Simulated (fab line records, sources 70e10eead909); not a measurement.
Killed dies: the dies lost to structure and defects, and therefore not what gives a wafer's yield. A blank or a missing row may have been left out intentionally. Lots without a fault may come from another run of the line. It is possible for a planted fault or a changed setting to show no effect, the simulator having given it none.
A lot that was struck, set against a sound lot + flow nand_harc + 39 steps out of a route of 1302
Sound: the wafers L934.2, L934.3, L934.6. Struck: wafers L938.1, L938.4 (left out: L938.5, a lot-mate that was not struck); the cause follows at the end.
At each step with rows: each side's tool, then ch and its chambers, then its first start. Under that, the readings that differ: sound wafers + struck wafers + difference of the means + sigmas: that difference in standard deviations of wafers without a fault.
alike: a reading whose means differ by less than 2 such deviations, as well as words and numbers matching on both sides. not compared: withheld readings; readings where some wafer has no value; bounds like >300 that might hide an equal value; numbers whose values overlap and for which the record gives no deviation.
The two part at a step that has a row with sigmas, a row that says differs or no value, or rows on one side only. Numbers that have no deviation but don't overlap get no sigmas and don't part them. A reading missing from all wafers of one side parts the sides only when that side holds two or more wafers.

first, 2 steps without rows for these wafers: NHARC_A_WL_FILL_PRECLEAN_30 (cleans in dHF, time 10 s); NHARC_A_WL_FILL_SRD_14.
NHARC_A_WL_FILL_ALD_19: deposits TiN, target thk 2 nm, pulse time 3 s, ald cycles 100.
  sound on ald_metal-03 ch 0,2, day 22 11:59; struck on ald_metal-03 ch 0,1, day 24 07:08
  alike: heater_power_w, precursor_pulse_height_rel
NHARC_A_WL_FILL_CVD_20: deposits W, target thk 100 nm, time 74 s.
  sound: cvd_w-02 ch 1; struck: cvd_w-02 ch 0
  alike: heater_power_w, throttle_valve_pct
then, 2 steps without rows for these wafers: NHARC_A_WL_FILL_CMP_12 (polishes, t overpolish 30 s, target thk 100 nm); NHARC_A_WL_FILL_SRD_31.
NHARC_A_WL_FILL_INSPECT_15:
  sound: defect_inspect-02 at day 22 12:49; struck: defect_inspect-01 at day 24 08:07
  alike: raw_defect_count
then, 1 step without rows for these wafers: NHARC_A_CONTACT_DEP_24 (deposits SiO2, target thk 500 nm).
NHARC_A_CONTACT_DEP_28: deposits aC, target thk 7000 nm.
  sound on acl_dep-02 ch 0, day 22 14:11; struck on acl_dep-02 ch 0, day 24 09:41
  alike: throttle_valve_pct
NHARC_A_CONTACT_DEP_29: deposits SiON, target thk 100 nm.
  sound on pecvd-04 ch 0,1,2, day 22 17:41; struck on pecvd-03 ch 1,2, day 24 13:59
  alike: heater_power_w
then, 10 steps without rows for these wafers: NHARC_A_CONTACT_DEHYDRATE_32 (time 120 s); NHARC_A_CONTACT_HMDS_33 (time 30 s); NHARC_A_CONTACT_COAT_34 (time 75 s); NHARC_A_CONTACT_COAT_35 (time 65 s); NHARC_A_CONTACT_COAT_36 (resist thk 90 nm); NHARC_A_CONTACT_SOFTBAKE_37 (time 55 s); NHARC_A_CONTACT_EBR_38; NHARC_A_CONTACT_EXPOSE_39 (exposes mask A CC 3); NHARC_A_CONTACT_PEB_40 (peb time 65 s); NHARC_A_CONTACT_DEVELOP_41 (develop time 35 s).
NHARC_A_CONTACT_CD_MEAS_42: target cd 300 nm.
  sound on cd_sem-02 ch 0, day 22 18:26; struck on cd_sem-01 ch 0, day 24 14:42
  alike: cd_nm
NHARC_A_CONTACT_OVL_MEAS_43:
  sound: overlay-01 at day 22 18:31; struck: overlay-02 at day 24 14:47
  alike: overlay_x_nm, overlay_y_nm
NHARC_A_CONTACT_INSPECT_44:
  sound: defect_inspect-02 at day 22 18:33; struck: defect_inspect-01 at day 24 14:50
  alike: raw_defect_count
then, 6 steps without rows for these wafers: NHARC_A_CONTACT_DESCUM_47 (chemistry O2, time 3 s); NHARC_A_CONTACT_ETCH_48 (etches the open film in CF4, target depth 39 nm, time 65 s); NHARC_A_CONTACT_ETCH_49 (etches the open film in N2/H2, target depth 260 nm, time 475.3 s); NHARC_A_CONTACT_ETCH_50 (etches the open film in CF4/CHF3, target depth 121 nm, time 60.5 s); NHARC_A_CONTACT_ETCH_51 (etches the open film in O2/COS, target depth 7000 nm, time 1820 s); NHARC_A_CONTACT_ETCH_111 (etches the open film in C4F8/O2/Ar, time 140 s, target depth 700 nm).
NHARC_A_CONTACT_ETCH_112: etches the open film in C4F8/O2/Ar, time 190 s, target depth 1850 nm.
  sound on har_cap_etch-01 ch 0,1, day 22 20:38; struck on har_cap_etch-01 ch 0,1, day 24 16:58
  not compared: rf_hours_counter_h
then, 6 steps without rows for these wafers: NHARC_A_CONTACT_ETCH_113 (etches the open film in C4F8/O2/Ar, time 190 s, target depth 1850 nm); NHARC_A_CONTACT_ETCH_114 (etches the open film in C4F8/O2/Ar, time 190 s, target depth 1850 nm); NHARC_A_CONTACT_ETCH_115 (etches the open film in C4F8/O2/Ar, time 190 s, target depth 1850 nm); NHARC_A_CONTACT_ETCH_116 (etches the open film in C4F8/O2/Ar, time 190 s, target depth 1850 nm); NHARC_A_CONTACT_ETCH_117 (etches the open film in C4F8/O2/Ar, time 190 s, target depth 1850 nm); NHARC_A_CONTACT_ETCH_118 (etches the open film in C4F8/O2/Ar, time 190 s, target depth 1850 nm).
NHARC_A_CONTACT_ETCH_119: etches the open film in C4F8/O2/Ar, time 190 s, target depth 1850 nm.
  sound on har_cap_etch-01 ch 0,1, day 22 21:50; struck on har_cap_etch-01 ch 0,1, day 24 18:10
  not compared: rf_hours_counter_h
then, 1 step without rows for these wafers: NHARC_A_CONTACT_ETCH_120 (etches the open film in C4F8/O2/Ar, time 190 s, target depth 1850 nm).
-- record jumps: 3 days between struck wafers' starts before vs after; left off in module A_CONTACT, resumes in module END, first step shown is number 1302 of the route --
NHARC_END_SORT_01:
  only the struck wafers appear in the record here, on prober-02 ch 0 at day 27 19:31; the sound ones have no rows

== WHERE THEY PART ==
At NHARC_END_SORT_01 and nowhere else, as far as this record goes.

WHY: whatever the simulator had introduced
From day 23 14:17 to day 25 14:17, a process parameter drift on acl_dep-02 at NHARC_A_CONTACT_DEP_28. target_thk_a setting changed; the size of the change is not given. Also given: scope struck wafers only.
